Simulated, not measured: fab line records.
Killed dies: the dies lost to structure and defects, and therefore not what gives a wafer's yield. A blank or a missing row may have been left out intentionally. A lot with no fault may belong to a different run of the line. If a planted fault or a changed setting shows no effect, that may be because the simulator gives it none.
fab line records + flow n5_finfet
record
- lots=10
- wafers=27
- last_day=19
route steps=1938 shown BEOL_M10@1473
lots that met no fault: taken from a fault-free run of the same line
start_h: the number of hours between the record's first day and the start of the first shown wafer of the lot + wait_h: how many hours have passed since the lot's step before this one + " same as the row above + L1.1+2: one row covering several wafers at once + - no value, or no start was given + * or withheld: withheld + < > ~ a bound
route shown NAME@n: NAME is a module with steps in the file, n the number in the route of the first one + usual: mean/standard deviation of fault-free wafers + same: alike in all rows + chamber/n: place in a boat + sites: readings site by site + _std_site: their standard deviation + _edge_site: inner sites' mean taken away from outer sites' mean + radius_mm: how far each site lies from the wafer's centre + mask NAME#n: copy n + behind: the tool/chamber that last shaped the wafer + hold: the reason the lot was held/the length of the hold in hours/how it ended + device: which transistor (n, p or np) failed to switch + end of line: at the end of the route, the tests of the same wafers + a step with no rows: only its recipe + killed: at the first sort, the dies lost to defects and structure; wafer yield is something else + map: a wafer's dies, x killed, . not, _ none there
set.NAME: the setting the step ran with; set.NAME@STEP: the setting that earlier step ran with + model.NAME: the simulator's own value behind a step, which no gauge read
the route's steps for a sample of lots (tables are steps, rows are wafers)
services: from which hour (start_h, from the record's first day; less than 0 if before it) a tool's chamber was out of use, for how many hours, and why
## steps
# step N5_BEOL_M10_PECVD_70
# recipe
- material=SiO2
- target_thk_a=200
- temp_c=400
- precursor=TEOS/O2
- pressure_torr=5.5
- rf_w=450
- teos_flow_sccm=53.8
- gas=O2
- flow_sccm=3000
- time_s=22.7
# usual
- heater_power_w=782/97
- showerhead_plenum_p_Torr=8.76/0.063
- throttle_valve_pct=22.6/1.3
| lot.wafer | tool     | chamber | start_h | wait_h | heater_power_w | showerhead_plenum_p_Torr | throttle_valve_pct |
|-----------|----------|---------|---------|--------|----------------|--------------------------|--------------------|
| L833.2    | pecvd-02 | 1       | 240.84  | 0.0    | 671            | 8.73                     | 22.5               |
| L833.4    | "        | 2       | "       | "      | 825            | 8.73                     | 20.6               |
| L833.5    | "        | 0       | "       | "      | 889            | 8.87                     | 24.3               |
| L837.1    | pecvd-02 | 0       | 285.04  | 0.0    | 873            | 8.87                     | 24.0               |
| L837.2    | "        | 2       | "       | "      | 790            | 8.73                     | 20.5               |
| L837.3    | "        | 1       | "       | "      | 633            | 8.74                     | 22.3               |
| L841.3    | pecvd-02 | 1       | 321.48  | 0.0    | 665            | 8.75                     | 22.7               |
| L841.5    | "        | 0       | "       | "      | 850            | 8.88                     | 24.0               |
| L843.3    | pecvd-02 | 2       | 341.65  | 0.0    | 815            | 8.71                     | 21.0               |
| L843.6    | "        | 0       | "       | "      | 799            | 8.88                     | 24.2               |
| L844.2    | pecvd-02 | 1       | 351.93  | 0.0    | 620            | 8.75                     | 22.4               |
| L844.5    | "        | 0       | "       | "      | 844            | 8.88                     | 23.8               |
| L847.2    | pecvd-04 | 1       | 353.97  | 0.0    | 725            | 8.74                     | 24.7               |
| L847.3    | "        | 1       | "       | "      | 766            | 8.74                     | 25.0               |
| L847.5    | "        | 1       | "       | "      | 757            | 8.74                     | 25.0               |
| L849.2    | pecvd-04 | 0       | 371.94  | 0.0    | 633            | 8.76                     | 23.0               |
| L849.4    | "        | 1       | "       | "      | 676            | 8.76                     | 25.0               |
| L849.6    | "        | 2       | "       | "      | 1006           | 8.67                     | 21.6               |
| L852.1    | pecvd-01 | 2       | 374.52  | 0.0    | 832            | 8.84                     | 21.3               |
| L852.2    | "        | 0       | "       | "      | 870            | 8.72                     | 23.8               |
| L852.6    | "        | 2       | "       | "      | 868            | 8.84                     | 21.2               |
| L853.2    | pecvd-01 | 2       | 383.63  | 0.0    | 794            | 8.84                     | 21.7               |
| L853.3    | "        | 0       | "       | "      | 879            | 8.71                     | 23.5               |
| L853.6    | "        | 0       | "       | "      | 892            | 8.69                     | 23.3               |
| L854.1    | pecvd-04 | 1       | 383.90  | 0.0    | 743            | 8.72                     | 24.9               |
| L854.2    | "        | 2       | "       | "      | 941            | 8.67                     | 21.7               |
| L854.4    | "        | 0       | "       | "      | 696            | 8.77                     | 23.0               |
# step N5_BEOL_M10_DESCUM_33
# recipe
- chemistry=O2
- time_s=7.9
- source_power_w=50
- bias_power_w=20
- pressure_mtorr=20
- rf_frequency_hz=2.712e+07
- temp_c=40
- resist=CAR-ArF
- o2_flow_sccm=225
# usual
- drypump_motor_current_A=5.7/0.38
- oes_product_au=0.83/0.08
- rf_vpp_V=243.8/1.1
- showerhead_plenum_p_Torr=2.14/0.047
- throttle_valve_pct=20.24/0.27
| lot.wafer | tool        | chamber | start_h | wait_h | drypump_motor_current_A | oes_product_au | rf_hours_counter_h | rf_vpp_V | showerhead_plenum_p_Torr | throttle_valve_pct |
|-----------|-------------|---------|---------|--------|-------------------------|----------------|--------------------|----------|--------------------------|--------------------|
| L833.2    | rie_diel-06 | 3       | 243.14  | 0.4    | 5.0                     | 0.69           | 229                | 242.0    | 1.97                     | 20.30              |
| L833.4    | "           | 0       | "       | "      | 5.2                     | 0.91           | 27                 | 242.7    | 2.14                     | 19.86              |
| L833.5    | "           | 3       | "       | "      | 4.9                     | 0.68           | -                  | 241.6    | 1.97                     | 20.32              |
| L837.1    | rie_diel-04 | 3       | 290.61  | 0.0    | 5.4                     | 0.85           | 46                 | 242.4    | 2.15                     | 20.17              |
| L837.2    | "           | 2       | "       | "      | 5.9                     | 0.70           | 237                | 243.5    | 2.08                     | 20.65              |
| L837.3    | "           | 0       | "       | "      | 6.1                     | 0.88           | 61                 | 244.9    | 2.14                     | 20.09              |
| L841.3    | rie_diel-01 | 2       | 325.55  | 0.0    | 5.9                     | 0.77           | 114                | 244.7    | 2.19                     | 20.17              |
| L841.5    | "           | 2       | "       | "      | 5.9                     | 0.77           | -                  | 244.3    | 2.19                     | 20.18              |
| L843.3    | rie_diel-01 | 0       | 344.68  | 0.3    | 5.9                     | 0.81           | 79                 | 245.4    | 2.21                     | 20.05              |
| L843.6    | "           | 1       | "       | "      | 5.3                     | 1.00           | -                  | 244.5    | 2.13                     | 20.15              |
| L844.2    | rie_diel-06 | 2       | 357.06  | 0.0    | 5.6                     | 0.84           | 53                 | 243.5    | 2.13                     | 20.04              |
| L844.5    | "           | 3       | "       | "      | 5.0                     | 0.91           | -                  | 245.0    | 2.22                     | 20.02              |
| L847.2    | rie_diel-04 | 2       | 359.29  | 0.0    | 5.9                     | 1.00           | 0                  | 242.5    | 2.07                     | 20.28              |
| L847.3    | "           | 0       | "       | "      | 6.1                     | 0.85           | 85                 | 243.3    | 2.14                     | 20.11              |
| L847.5    | "           | 3       | "       | "      | 5.5                     | 0.82           | -                  | 244.3    | 2.14                     | 20.19              |
| L849.2    | rie_diel-06 | 0       | 373.76  | 0.0    | 5.2                     | 0.84           | 72                 | 243.1    | 2.13                     | 19.94              |
| L849.4    | "           | 2       | "       | "      | 5.6                     | 0.84           | 59                 | 243.6    | 2.12                     | 20.05              |
| L849.6    | "           | 0       | "       | "      | 5.2                     | 0.84           | -                  | 243.8    | 2.13                     | 19.93              |
| L852.1    | rie_diel-06 | 0       | 377.59  | 0.0    | 5.2                     | 0.84           | 73                 | 244.6    | 2.13                     | 19.93              |
| L852.2    | "           | 3       | "       | "      | 4.9                     | 0.90           | 21                 | 244.2    | 2.22                     | 20.05              |
| L852.6    | "           | 2       | "       | "      | 5.6                     | 0.84           | -                  | 243.4    | 2.12                     | 20.04              |
| L854.1    | rie_diel-04 | 1       | 387.91  | 0.0    | 6.2                     | 0.96           | 3                  | 242.1    | 2.16                     | 20.66              |
| L854.2    | "           | 0       | "       | "      | 6.1                     | 0.83           | 97                 | 243.4    | 2.13                     | 20.12              |
| L854.4    | "           | 3       | "       | "      | 5.5                     | 0.81           | 83                 | 243.9    | 2.14                     | 20.19              |
| L853.2    | rie_diel-04 | 3       | 388.54  | 0.5    | 5.5                     | 0.81           | 83                 | 243.8    | 2.14                     | 20.21              |
| L853.3    | "           | 1       | "       | "      | 6.2                     | 0.96           | 3                  | 244.0    | 2.16                     | 20.66              |
| L853.6    | "           | 0       | "       | "      | 6.1                     | 0.84           | -                  | 242.8    | 2.13                     | 20.12              |
# step N5_BEOL_M10_ALD_74
# recipe
- material=TaN
- target_thk_a=20
- temp_c=275
- ald_precursor_family=PDMAT
- ald_co_reactant=NH3
- pressure_torr=3
- carrier_flow_sccm=1500
- pulse_time_s=2
- purge_time_s=3
- co_reactant_purge_time_s=2
- co_reactant_pulse_time_s=3
- ald_cycles=40
- precursor_vessel_temp_c=75
- precursor_vessel_pressure_torr=26.25
- precursor_vessel_carrier_sccm=1000
# usual
- heater_power_w=407/48
- precursor_vessel_pressure_torr=26.24/0.054
- precursor_vessel_temp_c=75.02/0.12
| lot.wafer | tool         | chamber | start_h | wait_h | heater_power_w | precursor_vessel_pressure_torr | precursor_vessel_temp_c |
|-----------|--------------|---------|---------|--------|----------------|--------------------------------|-------------------------|
| L833.2    | ald_metal-02 | 1       | 244.55  | 0.0    | 381            | 26.34                          | 75.04                   |
| L833.4    | "            | 1       | "       | "      | 393            | 26.31                          | 75.02                   |
| L833.5    | "            | 3       | "       | "      | 472            | 26.21                          | 75.03                   |
| L837.1    | ald_metal-01 | 0       | 291.73  | 0.0    | 354            | 26.29                          | 75.11                   |
| L837.2    | "            | 2       | "       | "      | 436            | 26.20                          | 74.90                   |
| L837.3    | "            | 3       | "       | "      | 425            | 26.19                          | 75.08                   |
| L841.3    | ald_metal-03 | 3       | 327.01  | 0.0    | 312            | 26.24                          | 74.75                   |
| L841.5    | "            | 0       | "       | "      | 352            | 26.22                          | 74.89                   |
| L843.3    | ald_metal-01 | 1       | 345.87  | 0.0    | 359            | 26.21                          | 75.03                   |
| L843.6    | "            | 1       | "       | "      | 363            | 26.24                          | 74.91                   |
| L844.2    | ald_metal-02 | 1       | 358.74  | 0.1    | 379            | 26.16                          | 74.92                   |
| L844.5    | "            | 3       | "       | "      | 465            | 26.24                          | 74.76                   |
| L847.2    | ald_metal-03 | 3       | 361.32  | 0.1    | 315            | 26.31                          | 74.93                   |
| L847.3    | "            | 0       | "       | "      | 361            | 26.29                          | 74.93                   |
| L847.5    | "            | 3       | "       | "      | 320            | 26.31                          | 74.91                   |
| L849.2    | ald_metal-02 | 0       | 375.25  | 0.1    | 434            | 26.16                          | 74.96                   |
| L849.4    | "            | 0       | "       | "      | 432            | 26.18                          | 75.08                   |
| L849.6    | "            | 1       | "       | "      | 369            | 26.20                          | 74.99                   |
| L852.1    | ald_metal-01 | 3       | 379.12  | 0.0    | 430            | 26.22                          | 75.03                   |
| L852.2    | "            | 1       | "       | "      | 358            | 26.25                          | 74.97                   |
| L852.6    | "            | 1       | "       | "      | 359            | 26.22                          | 74.71                   |
| L854.1    | ald_metal-02 | 1       | 389.44  | 0.2    | 380            | 26.18                          | 75.13                   |
| L854.2    | "            | 3       | "       | "      | 473            | 26.20                          | 74.99                   |
| L854.4    | "            | 0       | "       | "      | 435            | 26.14                          | 75.09                   |
| L853.2    | ald_metal-01 | 3       | 389.74  | 0.0    | 430            | 26.26                          | 74.97                   |
| L853.3    | "            | 2       | "       | "      | 440            | 26.18                          | 75.03                   |
| L853.6    | "            | 1       | "       | "      | 355            | 26.27                          | 74.86                   |
# step N5_BEOL_M10_SURFACE_TREAT_76
# recipe
- gas=Ar
- time_s=*
- ion_energy_ev=*
- ion_current_ma_cm2=0.5
- pressure_mtorr=*
- ar_flow_sccm=30
# usual
- ar_flow_sccm=29.98/0.079
- throttle_valve_pct=*
| lot.wafer | tool           | chamber | start_h | wait_h | ar_flow_sccm | throttle_valve_pct |
|-----------|----------------|---------|---------|--------|--------------|--------------------|
| L833.2    | pvd_sputter-03 | -       | 244.84  | 0.2    | 30.12        | *                  |
| L833.4    | "              | -       | "       | "      | 29.99        | *                  |
| L833.5    | "              | -       | "       | "      | 30.10        | *                  |
| L837.1    | pvd_sputter-03 | -       | 292.02  | 0.2    | 29.83        | *                  |
| L837.2    | "              | -       | "       | "      | 29.89        | *                  |
| L837.3    | "              | -       | "       | "      | 30.03        | *                  |
| L841.3    | pvd_sputter-03 | -       | 327.33  | 0.2    | 30.08        | *                  |
| L841.5    | "              | -       | "       | "      | 30.04        | *                  |
| L843.3    | pvd_sputter-03 | -       | 346.16  | 0.2    | 29.97        | *                  |
| L843.6    | "              | -       | "       | "      | 29.93        | *                  |
| L844.2    | pvd_sputter-01 | -       | 359.04  | 0.2    | 30.07        | *                  |
| L844.5    | "              | -       | "       | "      | 29.95        | *                  |
| L847.2    | pvd_sputter-03 | -       | 361.82  | 0.4    | 29.99        | *                  |
| L847.3    | "              | -       | "       | "      | 30.03        | *                  |
| L847.5    | "              | -       | "       | "      | 29.88        | *                  |
| L849.2    | pvd_sputter-02 | -       | 375.58  | 0.2    | 29.97        | *                  |
| L849.4    | "              | -       | "       | "      | 30.02        | *                  |
| L849.6    | "              | -       | "       | "      | 29.85        | *                  |
| L852.1    | pvd_sputter-01 | -       | 379.43  | 0.2    | 30.00        | *                  |
| L852.2    | "              | -       | "       | "      | 29.84        | *                  |
| L852.6    | "              | -       | "       | "      | 30.10        | *                  |
| L854.1    | pvd_sputter-03 | -       | 389.82  | 0.2    | 29.98        | *                  |
| L854.2    | "              | -       | "       | "      | 30.02        | *                  |
| L854.4    | "              | -       | "       | "      | 30.04        | *                  |
| L853.2    | pvd_sputter-02 | -       | 390.09  | 0.2    | 29.98        | *                  |
| L853.3    | "              | -       | "       | "      | 29.97        | *                  |
| L853.6    | "              | -       | "       | "      | 29.90        | *                  |
# step N5_BEOL_M10_CMP_52
# recipe
- stop_on=SiCOH_lowk
- t_overpolish_s=7
- down_force_psi=1
- platen_rpm=50
- clearing_platen_down_force_psi=1.5
- clearing_platen_rpm=50
- post_cmp_clean=cu_alkaline
- target_thk_nm=140
- clearing_platen_pad_velocity_m_s=0.99484
- pad_velocity_m_s=0.99484
# usual
- barrier_field_endpoint_s=29.1/0.74
- clearing_platen_down_force_psi=1.4999/0.0026
- motor_current_A=5.9/0.41
- overpolish_run_s=7.000/0.0084
- platen_rpm=50.00/0.031
| lot.wafer | tool   | chamber | start_h | wait_h | barrier_field_endpoint_s | clearing_platen_down_force_psi | motor_current_A | overpolish_run_s | platen_rpm |
|-----------|--------|---------|---------|--------|--------------------------|--------------------------------|-----------------|------------------|------------|
| L833.2    | cmp-04 | 2       | 245.65  | 0.2    | 29.3                     | 1.4988                         | 5.9             | 6.995            | 49.99      |
| L833.4    | "      | 0       | "       | "      | 29.9                     | 1.5006                         | 5.2             | 7.010            | 49.99      |
| L833.5    | "      | 2       | "       | "      | 29.1                     | 1.4970                         | 5.9             | 6.986            | 49.97      |
| L837.1    | cmp-01 | 2       | 293.66  | 0.3    | 29.5                     | 1.4978                         | 5.7             | 6.998            | 49.99      |
| L837.3    | "      | 0       | "       | "      | 29.2                     | 1.5009                         | 5.7             | 7.008            | 49.95      |
| L837.2    | "      | 1       | "       | "      | 29.1                     | 1.5016                         | 5.9             | 6.995            | 49.97      |
| L841.3    | cmp-01 | 1       | 330.31  | 0.3    | 29.1                     | 1.4961                         | 6.0             | 7.009            | 49.93      |
| L841.5    | "      | 3       | "       | "      | 40.3                     | 1.4972                         | 6.8             | 6.671            | 50.01      |
| L843.3    | cmp-02 | 1       | 346.98  | 0.2    | 28.6                     | 1.5027                         | 5.4             | 7.001            | 49.99      |
| L843.6    | "      | 0       | "       | "      | 40.8                     | 1.4999                         | 6.4             | 6.111            | 49.99      |
| L844.2    | cmp-04 | 2       | 359.88  | 0.3    | 28.7                     | 1.5020                         | 5.8             | 7.002            | 49.95      |
| L844.5    | "      | 1       | "       | "      | 42.8                     | 1.5042                         | 5.5             | 4.115            | 49.99      |
| L847.2    | cmp-04 | 3       | 362.94  | 0.2    | 28.8                     | 1.5016                         | 5.7             | 7.003            | 50.00      |
| L847.3    | "      | 0       | "       | "      | 29.6                     | 1.4982                         | 5.3             | 6.999            | 49.99      |
| L847.5    | "      | 3       | "       | "      | 28.3                     | 1.5028                         | 5.7             | 7.006            | 49.93      |
| L849.2    | cmp-01 | 1       | 377.06  | 0.2    | 29.1                     | 1.4966                         | 5.8             | 6.995            | 49.94      |
| L849.4    | "      | 3       | "       | "      | 28.3                     | 1.4965                         | 6.3             | 7.001            | 50.01      |
| L849.6    | "      | 1       | "       | "      | 29.2                     | 1.4993                         | 6.0             | 6.997            | 49.97      |
| L852.1    | cmp-01 | 1       | 382.23  | 0.3    | 28.5                     | 1.4985                         | 6.0             | 7.015            | 50.02      |
| L852.2    | "      | 0       | "       | "      | 28.6                     | 1.4997                         | 5.9             | 6.996            | 50.00      |
| L852.6    | "      | 2       | "       | "      | 29.0                     | 1.5015                         | 5.8             | 6.997            | 49.99      |
| L854.4    | cmp-02 | 2       | 390.63  | 0.1    | 29.3                     | 1.5019                         | 6.2             | 6.999            | 49.97      |
| L854.1    | "      | 3       | "       | "      | 27.4                     | 1.5039                         | 6.6             | 6.988            | 50.00      |
| L854.2    | "      | 0       | "       | "      | 28.1                     | 1.4996                         | 6.1             | 6.995            | 50.00      |
| L853.3    | cmp-04 | 2       | 391.02  | 0.2    | 30.4                     | 1.4963                         | 6.1             | 7.005            | 49.98      |
| L853.2    | "      | 0       | "       | "      | 30.2                     | 1.5022                         | 5.2             | 6.998            | 50.04      |
| L853.6    | "      | 1       | "       | "      | 30.8                     | 1.5025                         | 5.2             | 7.004            | 50.02      |
## services
| tool           | chamber | start_h | hours | kind   |
|----------------|---------|---------|-------|--------|
| pecvd-01       | -       | 218.69  | 0.9   | repair |
| ald_metal-02   | 3       | 226.62  | 7.0   | repair |
| cmp-02         | -       | 228.00  | 4.7   | repair |
| ald_metal-03   | -       | 268.29  | 2.8   | pm     |
| cmp-01         | -       | 268.68  | 3.5   | pm     |
| pecvd-04       | -       | 288.42  | 33.3  | repair |
| cmp-02         | -       | 293.20  | 6.2   | repair |
| pecvd-02       | -       | 297.46  | 0.3   | repair |
| cmp-02         | -       | 315.41  | 6.9   | repair |
| ald_metal-03   | 2       | 325.45  | 3.6   | repair |
| pecvd-04       | -       | 328.99  | 0.3   | repair |
| ald_metal-02   | -       | 337.43  | 14.0  | pm     |
| rie_diel-04    | 1       | 338.83  | 3.5   | repair |
| cmp-01         | -       | 340.27  | 5.2   | pm     |
| pecvd-04       | 0       | 344.54  | 23.9  | repair |
| cmp-04         | -       | 350.63  | 4.0   | pm     |
| pvd_sputter-02 | -       | 351.20  | 11.7  | repair |
| rie_diel-06    | 1       | 354.22  | 10.2  | repair |
| cmp-01         | -       | 358.56  | 0.3   | repair |
| cmp-04         | -       | 364.37  | 3.9   | pm     |
| pecvd-02       | -       | 369.11  | 3.9   | repair |
| pvd_sputter-03 | -       | 378.22  | 3.7   | repair |
| pecvd-04       | -       | 382.97  | 0.7   | repair |
| pecvd-02       | -       | 388.53  | 28.1  | pm     |
## key
first_sign
- step=N5_BEOL_M10_CMP_52
- reading=overpolish_run_s
- direction=down
- sigmas=99+
- usual=7.000
- struck=5.632
effect
- step=N5_BEOL_M10_CMP_52
- reading=barrier_field_endpoint_s
- direction=up
- sigmas=16
- usual=29.1
- struck=41.3
met_at N5_BEOL_M10_PECVD_70
struck_lots L841,L843,L844
struck_wafers L841.5,L843.6,L844.5
not_acting_at N5_BEOL_M10_DESCUM_33,N5_BEOL_M10_ALD_74,N5_BEOL_M10_SURFACE_TREAT_76
onset_between 285.04 321.48
fault
- kind=process_parameter_drift
- tool=pecvd-02
- chamber=-
- onset_h=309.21
- steps=N5_BEOL_M10_PECVD_70
- channel=time_s
- offset=*
- shape=step
- end_h=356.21
- scope=struck_wafers_only
- acts_in=*
- stated=*
